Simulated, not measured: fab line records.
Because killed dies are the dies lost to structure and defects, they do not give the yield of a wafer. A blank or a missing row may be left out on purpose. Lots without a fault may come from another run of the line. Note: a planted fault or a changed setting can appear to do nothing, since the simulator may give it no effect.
fab line records	flow n5_finfet
record: lots: 7	wafers: 21
route steps=1938 shown MOL_CONTACT_COAG@616 BEOL_M0_SAQP@658 BEOL_M0@726 BEOL_M2@867 BEOL_M4@1026
start_h: the number of hours between the record's first day and the start of the first shown wafer of the lot	wait_h: how many hours have passed since the lot's step before this one	" identical to the entry in the row above	L1.1+2: a single row standing in for several wafers	- no value present, or no start provided	* or withheld: withheld	< > ~ a bound
route shown NAME@n: names a module that has steps shown in the file, with the first one's number in the route	usual: mean/standard deviation of fault-free wafers	same: alike in all rows	chamber/n: place in a boat	sites: readings site by site	_std_site: their standard deviation	_edge_site: outer sites' mean less inner sites'	radius_mm: for every site, how far away it sits from the centre of the wafer	mask NAME#n: copy n	behind: the tool/chamber that last shaped the wafer	hold: the reason the lot was held/the length of the hold in hours/how it ended	device: which transistor (n, p or np) failed to switch	end of line: the same wafers' tests at the end of the route	where a step has no rows: the recipe by itself	killed: dies that structure and defects cost at the first sort, which is not the same as the wafer's yield	map: a wafer's dies, marking killed ones x, the rest . and places with no die _
set.NAME: the setting the step ran with; set.NAME@STEP: the setting that earlier step ran with	model.NAME: the simulator's own value behind a step, which no gauge read
lots with deliberately changed settings; one table per step, one row per wafer
== steps ==
step: N5_MOL_CONTACT_COAG_ETCH_124
recipe: chemistry: CH3F/O2	target: SiNx	target_depth_a: 65	mask_material: SOC	stop_on: SiOC	over_etch_frac: 0.3	ion_energy_ev: 120	pressure_mtorr: 30	source_w: 395	bias_w: 73	Ar_flow_sccm: 150	CH3F_flow_sccm: 30	O2_flow_sccm: 20	ends: end_point
usual: rf_vpp_V: 298.1/2.6
lot.wafer	tool	chamber	start_h	wait_h	set.source_w	rf_vpp_V
L076.1	rie_diel-03	1	114.40	0.0	446.5	284.2
L076.2	"	2	"	"	446.5	276.8
L076.5	"	3	"	"	395	299.3
L080.1	rie_diel-05	2	137.49	0.0	395	300.9
L080.3	"	1	"	"	330.5	326.1
L080.6	"	1	"	"	330.5	326.8
L089.3	rie_diel-03	1	192.87	0.0	456.6	280.4
L089.4	"	2	"	"	456.6	274.2
L089.5	"	1	"	"	456.6	281.9
L091.2	rie_diel-05	3	204.68	0.0	395	299.2
L091.4	"	1	"	"	328.3	326.7
L091.6	"	3	"	"	328.3	324.5
L094.1	rie_diel-06	2	225.97	0.0	395	300.4
L094.2	"	0	"	"	395	297.7
L094.5	"	1	"	"	367.9	309.5
L095.2	rie_diel-06	1	231.03	0.0	395	298.6
L095.3	"	0	"	"	395	297.5
L095.6	"	1	"	"	395	298.5
L096.2	rie_diel-05	0	240.48	0.0	395	295.5
L096.4	"	2	"	"	395	300.8
L096.6	"	3	"	"	395	297.6
step: N5_MOL_CONTACT_COAG_CVD_140
recipe: material: W	target_thk_a: 665	mode: selective_fill	temp_c: 300	time_s: 215
lot.wafer	tool	chamber	start_h	wait_h	set.target_thk_a	model.W_of_MOL_CONTACT_COAG_CVD_140.thk_nm
L076.1	cvd_w-02	1	114.85	0.1	726.7	72.2
L076.2	"	0	"	"	665	66.2
L076.5	"	1	"	"	726.7	72.6
L080.1	cvd_w-02	0	138.05	0.1	665	67.8
L080.3	"	1	"	"	665	67.4
L080.6	"	1	"	"	665	66.8
L089.3	cvd_w-02	1	193.40	0.1	716.4	71.4
L089.4	"	0	"	"	716.4	72.4
L089.5	"	0	"	"	665	66.8
L091.2	cvd_w-02	0	205.13	0.1	665	65.6
L091.4	"	1	"	"	665	66.8
L091.6	"	0	"	"	585.1	57.6
L094.1	cvd_w-01	1	226.44	0.1	665	66.2
L094.2	"	0	"	"	665	67
L094.5	"	0	"	"	665	66.8
L095.2	cvd_w-01	0	231.48	0.1	665	66.2
L095.3	"	1	"	"	665	65.8
L095.6	"	0	"	"	665	66
L096.2	cvd_w-01	1	240.95	0.1	688.3	68.8
L096.4	"	0	"	"	665	66.6
L096.6	"	1	"	"	665	66.4
step: N5_BEOL_M0_SAQP_MANDREL_ETCH_20
recipe: target_depth_a: 600	chemistry: HBr/Cl2	target: a-Si	stop_on: SiNx	bt_time_s: 10	mask_material: SOC	over_etch_frac: 0.5	time_s: 30	pressure_mtorr: 10	icp_w: 800	bias_w: 75	HBr_flow_sccm: 150	Cl2_flow_sccm: 80	ends: end_point
lot.wafer	tool	chamber	start_h	wait_h	set.icp_w	model.SOC_of_BEOL_M0_SAQP_COAT_81.thk_nm
L076.1	rie_si-02	1	120.82	0.0	710.7	77.6
L076.2	"	2	"	"	710.7	77.2
L076.5	"	2	"	"	800	75.8
L080.1	rie_si-05	3	144.55	0.0	800	76
L080.3	"	2	"	"	800	76.4
L080.6	"	2	"	"	800	76.6
L089.3	rie_si-02	2	199.25	0.0	896.5	75.2
L089.4	"	3	"	"	896.5	74.8
L089.5	"	1	"	"	800	76.6
L091.2	rie_si-05	1	214.35	0.0	800	76
L091.4	"	3	"	"	800	75.4
L091.6	"	3	"	"	896.4	74.4
L094.1	rie_si-05	0	231.97	0.0	844.6	76.2
L094.2	"	3	"	"	800	76.6
L094.5	"	3	"	"	844.6	76
L095.2	rie_si-05	2	237.25	0.0	800	76.8
L095.3	"	3	"	"	800	76.4
L095.6	"	3	"	"	800	76.2
L096.2	rie_si-05	0	248.10	0.0	800	75.6
L096.4	"	2	"	"	800	76
L096.6	"	1	"	"	800	76.4
step: N5_BEOL_M0_SAQP_SPACER1_ALD_98
recipe: material: SiO2	target_thk_a: 128	temp_c: 300	ald_precursor_family: BDEAS	ald_co_reactant: O2-plasma	pulse_time_s: 1	purge_time_s: 2	co_reactant_purge_time_s: 2	ald_cycles: 138	pressure_torr: 2
lot.wafer	tool	chamber	start_h	wait_h	set.ald_cycles	model.SiO2_of_BEOL_M0_SAQP_SPACER1_ALD_98.thk_nm
L076.1+5	ald_sin-01	3,2	121.47	0.3	138	12.8
L076.2	"	0	"	"	128	11.8
L080.1+3+6	ald_sin-04	3,0,0	145.80	0.9	138	12.8
L089.3+4+5	ald_sin-04	2,1,3	199.86	0.1	138	12.8
L091.2	ald_sin-03	0	215.46	0.8	138	12.8
L091.4+6	"	2,3	"	"	119	11
L094.1+2	ald_sin-01	2,0	232.59	0.3	138	12.8
L094.5	"	0	"	"	159	14.8
L095.2+3+6	ald_sin-03	2,3,1	237.87	0.3	138	12.8
L096.2+4+6	ald_sin-01	2,1,0	248.75	0.3	148	13.8
step: N5_BEOL_M0_SAQP_SPACER1_ETCHBACK_99
recipe: chemistry: CHF3/O2	mode: anisotropic_etchback	target: SiO2	target_depth_a: 154	time_s: 7.7	pressure_mtorr: 30	source_w: 650	bias_w: 170	Ar_flow_sccm: 200	CHF3_flow_sccm: 50	O2_flow_sccm: 5	ion_energy_ev: 200
step: N5_BEOL_M0_SAQP_MANDREL1_REMOVE_100
recipe: chemistry: HBr/Cl2/O2	bt_time_s: 10	target: a-Si	stop_on: SiNx	endpoint: OES-SiCl	over_etch_frac: 0.85	icp_w: 600	bias_w: 30	HBr_flow_sccm: 150	Cl2_flow_sccm: 80	O2_flow_sccm: 5	pressure_mtorr: 10
lot.wafer	tool	chamber	start_h	wait_h	set.ald_cycles@BEOL_M0_SAQP_SPACER1_ALD_98	model.BEOL_M0_SAQP.cd_nm
L076.1+5	rie_si-04	3,0	122.03	0.1	138	12.6
L076.2	"	1	"	"	128	11.8
L080.1+6	rie_si-02	3,1	146.37	0.1	138	12.6
L080.3	"	2	"	"	138	12.8
L089.3+4+5	rie_si-05	0,3,0	200.63	0.1	138	12.8
L091.2	rie_si-02	3	216.02	0.1	138	12.8
L091.4+6	"	2,3	"	"	119	11
L094.1+2	rie_si-02	2,0	233.15	0.1	138	12.8
L094.5	"	1	"	"	159	14.8
L095.2+6	rie_si-05	3	238.44	0.1	138	12.8
L095.3	"	2	"	"	138	12.6
L096.2+4+6	rie_si-05	0,1,2	249.31	0.1	148	13.8
step: N5_BEOL_M0_SAQP_CD_MEAS_25
recipe: target_cd_nm: 13.1	landing_energy_ev: 1000	detector: se_inlens
usual: cd_nm: 12.80/0.22
lot.wafer	tool	chamber	start_h	wait_h	set.ald_cycles@BEOL_M0_SAQP_SPACER1_ALD_98	cd_nm
L076.1	cd_sem-03	0	122.14	0.1	138	12.61
L076.2	"	0	"	"	128	11.54
L076.5	"	0	"	"	138	12.80
L080.1	cd_sem-03	0	146.48	0.1	138	12.73
L080.3	"	0	"	"	138	12.92
L080.6	"	0	"	"	138	12.70
L089.3	cd_sem-02	0	200.74	0.1	138	12.65
L089.4	"	0	"	"	138	12.94
L089.5	"	0	"	"	138	12.68
L091.2	cd_sem-01	0	216.13	0.1	138	12.84
L091.4	"	0	"	"	119	11.02
L091.6	"	0	"	"	119	10.80
L094.1	cd_sem-02	0	233.26	0.1	138	12.99
L094.2	"	0	"	"	138	12.81
L094.5	"	0	"	"	159	14.86
L095.2	cd_sem-01	0	238.55	0.1	138	12.86
L095.3	"	0	"	"	138	12.57
L095.6	"	0	"	"	138	12.87
L096.2	cd_sem-02	0	249.42	0.1	148	13.90
L096.4	"	0	"	"	148	13.66
L096.6	"	0	"	"	148	14.00
step: N5_BEOL_M0_ETCH_109
recipe: chemistry: CH3F/O2	target_depth_a: 80	overetch_a: 24	target: SiCN	time_s: 27.4	ion_energy_ev: 120	pressure_mtorr: 30	source_w: 395	bias_w: 75	Ar_flow_sccm: 150	CH3F_flow_sccm: 30	O2_flow_sccm: 20
usual: rf_vpp_V: 297.2/1.6
lot.wafer	tool	chamber	start_h	wait_h	set.bias_w	rf_vpp_V
L076.1	rie_diel-05	0	127.58	0.0	75	299.4
L076.2	"	1	"	"	70.6	286.4
L076.5	"	1	"	"	70.6	286.0
L080.1	rie_diel-06	3	151.46	0.0	82.51	316.1
L080.3	"	2	"	"	75	296.6
L080.6	"	2	"	"	75	296.0
L089.3	rie_diel-03	3	207.01	0.2	75	298.3
L089.4	"	2	"	"	85.78	320.8
L089.5	"	2	"	"	85.78	320.6
L091.2	rie_diel-06	3	225.39	0.1	75	298.8
L091.4	"	1	"	"	75	298.7
L091.6	"	3	"	"	75	297.8
L094.1	rie_diel-05	1	242.18	0.0	75	295.9
L094.2	"	0	"	"	75	299.2
L094.5	"	0	"	"	75	299.5
L095.2	rie_diel-05	1	243.53	0.0	75	297.8
L095.3	"	0	"	"	75	297.9
L095.6	"	2	"	"	75	297.3
L096.2	rie_diel-06	0	259.16	0.2	79.79	307.1
L096.4	"	3	"	"	75	298.1
L096.6	"	0	"	"	79.79	307.0
step: N5_BEOL_M2_COAT_67
recipe: resist: SOC	temp_c: 250	time_s: 60	spin_rpm: 1500	resist_thk_nm: 60
lot.wafer	tool	chamber	start_h	wait_h	set.spin_rpm	model.SOC_of_BEOL_M2_COAT_67.thk_nm
L076.1	litho_track-02	0	144.79	0.0	1455	61.4
L076.2	"	0	"	"	1500	60.4
L076.5	"	0	"	"	1500	60.2
L080.1	litho_track-05	0	174.10	0.0	1500	60.2
L080.3	"	0	"	"	1500	60.4
L080.6	"	0	"	"	1663	57.4
L089.3+5	litho_track-05	0	244.61	0.0	1620	57.8
L089.4	"	0	"	"	1500	60
L094.1+5	litho_track-03	0	260.00	0.0	1500	60.2
L094.2	"	0	"	"	1500	60
L095.2	litho_track-03	0	263.34	0.0	1500	60.4
L095.3+6	"	0	"	"	1500	60.2
L091.2	litho_track-03	0	279.07	0.0	1500	59.8
L091.4	"	0	"	"	1500	60
L091.6	"	0	"	"	1367	62.6
L096.2+4	litho_track-03	0	285.31	0.0	1500	60.2
L096.6	"	0	"	"	1333	63.6
step: N5_BEOL_M2_COAT_76
recipe: resist: underlayer	temp_c: 205	time_s: 60	spin_rpm: 1500	resist_thk_nm: 5
lot.wafer	tool	chamber	start_h	wait_h	set.time_s
L076.1+2	litho_track-02	0	-	-	71.85
L076.5	"	0	"	"	60
L080.1+3+6	litho_track-05	0	-	-	71.62
L089.3	litho_track-05	0	-	-	60
L089.4+5	"	0	"	"	67.07
L094.1+2	litho_track-03	0	-	-	60
L094.5	"	0	"	"	53.9
L095.2+3+6	litho_track-03	0	-	-	60
L091.2+4	litho_track-03	0	-	-	60
L091.6	"	0	"	"	73.15
L096.2	litho_track-03	0	-	-	68.09
L096.4+6	"	0	"	"	60
step: N5_BEOL_M2_COAT_22
recipe: resist: CAR-EUV	spin_rpm: 1500	resist_thk_nm: 30
step: N5_BEOL_M2_EBR_24
recipe: solvent: PGMEA	ebr_width_mm: 1.5
step: N5_BEOL_M2_ALD_98
recipe: material: SiO2	target_thk_a: 25	temp_c: 100	ald_precursor_family: BDEAS	ald_co_reactant: O2-plasma	pulse_time_s: 1	co_reactant_pulse_time_s: 1	purge_time_s: 2	co_reactant_purge_time_s: 2	ald_cycles: 17	pressure_torr: 2
step: N5_BEOL_M2_ETCHBACK_99
recipe: chemistry: CHF3	target: SiO2	target_depth_a: 50	time_s: 10.4	source_w: 215	bias_w: 47	Ar_flow_sccm: 200	CHF3_flow_sccm: 12	ion_energy_ev: 100	pressure_mtorr: 30
step: N5_BEOL_M2_ETCH_70
recipe: chemistry: N2/H2	target: SOC	target_depth_a: 800	overetch_a: 240	mask_material: SiARC	temp_c: 40	time_s: 130	ion_energy_ev: 200	pressure_mtorr: 30	source_w: 840	bias_w: 150	n2_flow_sccm: 200	h2_flow_sccm: 200
lot.wafer	tool	chamber	start_h	wait_h	set.spin_rpm@BEOL_M2_COAT_67	model.etch.depth_nm
L076.1	rie_diel-03	2	169.82	0.0	1455	61.34
L076.2	"	0	"	"	1500	60.33
L076.5	"	2	"	"	1500	60.18
L080.1	rie_diel-06	2	180.45	0.0	1500	60.13
L080.3	"	1	"	"	1500	60.35
L080.6	"	1	"	"	1663	57.31
L089.3	rie_diel-05	1	269.83	0.0	1620	57.74
L089.4	"	0	"	"	1500	59.99
L089.5	"	1	"	"	1620	57.88
L094.1	rie_diel-05	0	286.79	0.0	1500	60.23
L094.2	"	2	"	"	1500	60.08
L094.5	"	3	"	"	1500	60.19
L095.2	rie_diel-03	2	290.61	0.0	1500	60.3
L095.3	"	3	"	"	1500	60.23
L095.6	"	3	"	"	1500	60.17
L091.2	rie_diel-05	2	290.80	0.0	1500	59.88
L091.4	"	1	"	"	1500	59.97
L091.6	"	1	"	"	1367	62.69
L096.2	rie_diel-06	0	302.50	0.0	1500	60.14
L096.4	"	1	"	"	1500	60.11
L096.6	"	3	"	"	1333	63.66
step: N5_BEOL_M2_TRENCH_ETCH_37
recipe: chemistry: C4F6/O2	target_depth_a: 555.55	target: SiOC	time_s: 29.2	ion_energy_ev: 250	pressure_mtorr: 30	source_w: 355	bias_w: 185	Ar_flow_sccm: 300	C4F6_flow_sccm: 10	O2_flow_sccm: 10
usual: rf_vpp_V: 667/5
lot.wafer	tool	chamber	start_h	wait_h	set.source_w	rf_vpp_V
L076.1	rie_diel-03	2	-	-	355	659
L076.2	"	0	"	"	355	666
L076.5	"	2	"	"	355	658
L080.1	rie_diel-06	2	-	-	355	672
L080.3	"	1	"	"	355	669
L080.6	"	1	"	"	355	669
L089.3	rie_diel-05	1	-	-	355	672
L089.4	"	0	"	"	355	661
L089.5	"	1	"	"	408.1	625
L094.1	rie_diel-05	0	-	-	355	661
L094.2	"	2	"	"	355	674
L094.5	"	3	"	"	372.9	652
L095.2	rie_diel-03	2	-	-	355	658
L095.3	"	3	"	"	355	667
L095.6	"	3	"	"	355	666
L091.2	rie_diel-05	2	-	-	355	676
L091.4	"	1	"	"	355	670
L091.6	"	1	"	"	296.3	736
L096.2	rie_diel-06	0	-	-	372.4	648
L096.4	"	1	"	"	355	666
L096.6	"	3	"	"	355	671
step: N5_BEOL_M4_COAT_62
recipe: resist: SiARC	temp_c: 220	time_s: 60	spin_rpm: 1500	resist_thk_nm: 12
lot.wafer	tool	chamber	start_h	wait_h	set.spin_rpm	model.SiARC_of_BEOL_M4_COAT_62.thk_nm
L076.1+2	litho_track-02	0	-	-	1626	11.6
L076.5	"	0	"	"	1500	12
L080.1+3+6	litho_track-02	0	-	-	1500	12
L089.3	litho_track-01	0	-	-	1500	12
L089.4+5	"	0	"	"	1561	11.8
L094.1	litho_track-01	0	-	-	1500	12
L094.2	"	0	"	"	1578	11.8
L094.5	"	0	"	"	1578	11.6
L091.2+4	litho_track-02	0	-	-	1500	12
L091.6	"	0	"	"	1659	11.4
L095.2+3+6	litho_track-01	0	-	-	1500	12
L096.2+4+6	litho_track-03	0	-	-	1500	12
step: N5_BEOL_M4_EXPOSE_08
recipe: mask_id: M4	na: 0.33	source_shape: dipole	sigma_inner: 0.369	sigma_outer: 0.767	polarization: unpolarized	dose_mj: 41.25
lot.wafer	tool	chamber	start_h	wait_h	mask	set.dose_mj
L076.1+2+5	euv_scanner-02	0	189.73	-	M4#0	38.82
L080.1+6	euv_scanner-02	0	214.32	-	M4#0	41.25
L080.3	"	0	"	"	M4#0	40.02
L089.3+4+5	euv_scanner-01	0	291.99	-	M4#0	43.84
L094.1+2	euv_scanner-01	0	315.46	-	M4#0	41.25
L094.5	"	0	"	"	M4#0	40.17
L091.2+4+6	euv_scanner-01	0	316.38	-	M4#0	40.28
L095.2+3+6	euv_scanner-01	0	316.65	-	M4#0	41.25
L096.2+4+6	euv_scanner-01	0	326.39	-	M4#0	41.25
step: N5_BEOL_M4_PEB_09
recipe: peb_temp_c: 100	peb_time_s: 60	resist: CAR-EUV
step: N5_BEOL_M4_DEVELOP_10
recipe: develop_time_s: 30	developer: TMAH	resist: CAR-EUV	rinse_liquid: surfactant_rinse	dry: air_spin	dev_temp_c: 23
step: N5_BEOL_M4_DESCUM_16
recipe: chemistry: O2	time_s: 7	source_power_w: 50	bias_power_w: 20	pressure_mtorr: 20	rf_frequency_hz: 2.712e+07	temp_c: 40	resist: CAR-EUV	o2_flow_sccm: 225
step: N5_BEOL_M4_ETCH_74
recipe: chemistry: N2/H2	target: underlayer	target_depth_a: 65	mask_material: CAR-EUV	time_s: 5.2	ion_energy_ev: 200	pressure_mtorr: 30	source_w: 840	bias_w: 150	n2_flow_sccm: 200	h2_flow_sccm: 200	ends: cleared
lot.wafer	tool	chamber	start_h	wait_h	set.dose_mj@BEOL_M4_EXPOSE_08	model.BEOL_M4.cd_offset_nm
L076.1+2	rie_diel-03	3,2	190.04	0.0	38.82	-1.2
L076.5	"	3	"	"	38.82	-1.4
L080.1+6	rie_diel-03	3,1	214.80	0.0	41.25	0.2
L080.3	"	0	"	"	40.02	-0.4
L089.3+4+5	rie_diel-05	2,1,3	292.26	0.0	43.84	1.2
L094.1	rie_diel-05	3	315.75	0.0	41.25	0.2
L094.2	"	2	"	"	41.25	0
L094.5	"	1	"	"	40.17	-0.6
L091.2+4	rie_diel-06	1	316.77	0.0	40.28	-0.6
L091.6	"	2	"	"	40.28	-0.4
L095.2	rie_diel-06	2	317.22	0.0	41.25	0.2
L095.3	"	0	"	"	41.25	-0.2
L095.6	"	0	"	"	41.25	0
L096.2+4	rie_diel-05	1,3	326.83	0.0	41.25	0
L096.6	"	1	"	"	41.25	-0.2
step: N5_BEOL_M4_ETCH_63
recipe: chemistry: CF4	target: SiARC	target_depth_a: 156	mask_material: CAR-EUV	time_s: 26	ion_energy_ev: 80	pressure_mtorr: 40	source_w: 545	bias_w: 36	Ar_flow_sccm: 100	cf4_flow_sccm: 100	ends: cleared
lot.wafer	tool	chamber	start_h	wait_h	set.spin_rpm@BEOL_M4_COAT_62	model.etch.depth_nm	model.CAR-EUV_of_BEOL_M4_COAT_05.thk_nm
L076.1	rie_diel-03	3	190.05	0.0	1626	11.57	11.6
L076.2	"	2	"	"	1626	11.59	11.4
L076.5	"	3	"	"	1500	12.05	11.2
L080.1	rie_diel-03	3	214.82	0.0	1500	12.01	11.2
L080.3	"	0	"	"	1500	11.97	11.2
L080.6	"	1	"	"	1500	11.97	11.4
L089.3	rie_diel-05	2	292.28	0.0	1500	12.04	11.2
L089.4	"	1	"	"	1561	11.78	11.6
L089.5	"	3	"	"	1561	11.77	11.4
L094.1	rie_diel-05	3	315.77	0.0	1500	11.99	11.2
L094.2	"	2	"	"	1578	11.72	11.6
L094.5	"	1	"	"	1578	11.67	11.4
L091.2	rie_diel-06	1	316.79	0.0	1500	11.96	11
L091.4	"	1	"	"	1500	11.98	11.2
L091.6	"	2	"	"	1659	11.38	11.6
L095.2	rie_diel-06	2	317.24	0.0	1500	12	11.2
L095.3	"	0	"	"	1500	12.04	11.2
L095.6	"	0	"	"	1500	12.03	11.2
L096.2	rie_diel-05	1	326.85	0.0	1500	11.97	11.2
L096.4+6	"	3,1	"	"	1500	11.99	11.2
step: N5_BEOL_M4_ETCH_64
recipe: chemistry: N2/H2	target: SOC	target_depth_a: 750	overetch_a: 225	mask_material: SiARC	temp_c: 40	time_s: 121.9	ion_energy_ev: 200	pressure_mtorr: 30	source_w: 840	bias_w: 150	n2_flow_sccm: 200	h2_flow_sccm: 200
lot.wafer	tool	chamber	start_h	wait_h	set.dose_mj@BEOL_M4_EXPOSE_08	model.BEOL_M4.cd_offset_nm
L076.1+2+5	rie_diel-03	3,2,3	190.08	0.0	38.82	-1.2
L080.1+6	rie_diel-03	3,1	214.85	0.0	41.25	0.2
L080.3	"	0	"	"	40.02	-0.6
L089.3	rie_diel-05	2	292.31	0.0	43.84	1.2
L089.4	"	1	"	"	43.84	1.4
L089.5	"	3	"	"	43.84	1
L094.1	rie_diel-05	3	315.79	0.0	41.25	0.4
L094.2	"	2	"	"	41.25	0
L094.5	"	1	"	"	40.17	-0.4
L091.2+4	rie_diel-06	1	316.82	0.0	40.28	-0.6
L091.6	"	2	"	"	40.28	-0.8
L095.2	rie_diel-06	2	317.27	0.0	41.25	0
L095.3+6	"	0	"	"	41.25	-0.2
L096.2+4+6	rie_diel-05	1,3,1	326.87	0.0	41.25	0
step: N5_BEOL_M4_TRENCH_ETCH_37
recipe: chemistry: C4F6/O2	target_depth_a: 555.55	target: SiOC	time_s: 29.2	ion_energy_ev: 250	pressure_mtorr: 30	source_w: 355	bias_w: 185	Ar_flow_sccm: 300	C4F6_flow_sccm: 10	O2_flow_sccm: 10
usual: rf_vpp_V: 668/5
lot.wafer	tool	chamber	start_h	wait_h	set.source_w	rf_vpp_V	model.etch.depth_nm	model.BEOL_M4.feature_depth_nm
L076.1	rie_diel-06	2	-	-	375.3	653	56.12	56.2
L076.2	"	1	"	"	355	669	55.75	55.8
L076.5	"	1	"	"	375.3	650	56.36	56.4
L080.1	rie_diel-05	0	-	-	293.3	730	50.73	50.8
L080.3	"	2	"	"	293.3	744	49.81	49.8
L080.6	"	0	"	"	355	660	54.74	54.8
L089.3	rie_diel-03	3	-	-	384.7	641	57.16	57.2
L089.4	"	0	"	"	384.7	639	56.34	56.4
L089.5	"	2	"	"	355	658	55.21	55.2
L094.1	rie_diel-03	1	-	-	355	673	55.87	55.8
L094.2	"	2	"	"	385.7	631	57.09	57
L094.5	"	2	"	"	355	659	55.14	55.2
L091.2	rie_diel-03	0	-	-	294.4	731	50.47	50.4
L091.4	"	2	"	"	355	657	54.94	55
L091.6	"	3	"	"	294.4	735	51.57	51.6
L095.2	rie_diel-05	2	-	-	355	675	53.4	53.4
L095.3	"	3	"	"	355	665	55.27	55.2
L095.6	"	2	"	"	355	673	53.68	53.6
L096.2	rie_diel-05	0	-	-	322.2	694	52.35	52.4
L096.4	"	1	"	"	355	670	56.85	56.8
L096.6	"	3	"	"	322.2	701	53.06	53
== key ==
split: step: N5_MOL_CONTACT_COAG_ETCH_124	setting: source_w	stated: 395	by: wafer
response: step: N5_MOL_CONTACT_COAG_ETCH_124	reading: rf_vpp_V	change: -1.54	per: 1%	r: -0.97
split: step: N5_MOL_CONTACT_COAG_CVD_140	setting: target_thk_a	stated: 665	by: wafer
response: step: N5_MOL_CONTACT_COAG_CVD_140	reading: model.W_of_MOL_CONTACT_COAG_CVD_140.thk_nm	change: +0.689	per: 1%	r: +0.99
split: step: N5_BEOL_M0_SAQP_MANDREL_ETCH_20	setting: icp_w	stated: 800	by: wafer
response: step: N5_BEOL_M0_SAQP_MANDREL_ETCH_20	reading: model.SOC_of_BEOL_M0_SAQP_COAT_81.thk_nm	change: -0.125	per: 1%	r: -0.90
split: step: N5_BEOL_M0_SAQP_SPACER1_ALD_98	setting: ald_cycles	stated: 138	by: wafer
response: step: N5_BEOL_M0_SAQP_SPACER1_ALD_98	reading: model.SiO2_of_BEOL_M0_SAQP_SPACER1_ALD_98.thk_nm	change: +0.132	per: 1%	r: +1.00
response: step: N5_BEOL_M0_SAQP_MANDREL1_REMOVE_100	reading: model.BEOL_M0_SAQP.cd_nm	change: +0.129	per: 1%	r: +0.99
response: step: N5_BEOL_M0_SAQP_CD_MEAS_25	reading: cd_nm	change: +0.137	per: 1%	r: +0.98
split: step: N5_BEOL_M0_ETCH_109	setting: bias_w	stated: 75	by: wafer
response: step: N5_BEOL_M0_ETCH_109	reading: rf_vpp_V	change: +1.71	per: 1%	r: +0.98
split: step: N5_BEOL_M2_COAT_67	setting: spin_rpm	stated: 1500	by: wafer
response: step: N5_BEOL_M2_COAT_67	reading: model.SOC_of_BEOL_M2_COAT_67.thk_nm	change: -0.29	per: 1%	r: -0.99
response: step: N5_BEOL_M2_ETCH_70	reading: model.etch.depth_nm	change: -0.296	per: 1%	r: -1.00
split: step: N5_BEOL_M2_COAT_76	setting: time_s	stated: 60	by: wafer
response none clear
split: step: N5_BEOL_M2_TRENCH_ETCH_37	setting: source_w	stated: 355	by: wafer
response: step: N5_BEOL_M2_TRENCH_ETCH_37	reading: rf_vpp_V	change: -3.38	per: 1%	r: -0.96
split: step: N5_BEOL_M4_COAT_62	setting: spin_rpm	stated: 1500	by: wafer
response: step: N5_BEOL_M4_COAT_62	reading: model.SiARC_of_BEOL_M4_COAT_62.thk_nm	change: -0.0534	per: 1%	r: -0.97
response: step: N5_BEOL_M4_ETCH_63	reading: model.etch.depth_nm	change: -0.0566	per: 1%	r: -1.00
response: step: N5_BEOL_M4_ETCH_63	reading: model.CAR-EUV_of_BEOL_M4_COAT_05.thk_nm	change: +0.0468	per: 1%	r: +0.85
split: step: N5_BEOL_M4_EXPOSE_08	setting: dose_mj	stated: 41.25	by: wafer
response: step: N5_BEOL_M4_ETCH_74	reading: model.BEOL_M4.cd_offset_nm	change: +0.23	per: 1%	r: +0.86
response: step: N5_BEOL_M4_ETCH_64	reading: model.BEOL_M4.cd_offset_nm	change: +0.251	per: 1%	r: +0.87
split: step: N5_BEOL_M4_TRENCH_ETCH_37	setting: source_w	stated: 355	by: wafer
response: step: N5_BEOL_M4_TRENCH_ETCH_37	reading: rf_vpp_V	change: -4.02	per: 1%	r: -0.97
response: step: N5_BEOL_M4_TRENCH_ETCH_37	reading: model.etch.depth_nm	change: +0.248	per: 1%	r: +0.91
response: step: N5_BEOL_M4_TRENCH_ETCH_37	reading: model.BEOL_M4.feature_depth_nm	change: +0.249	per: 1%	r: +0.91
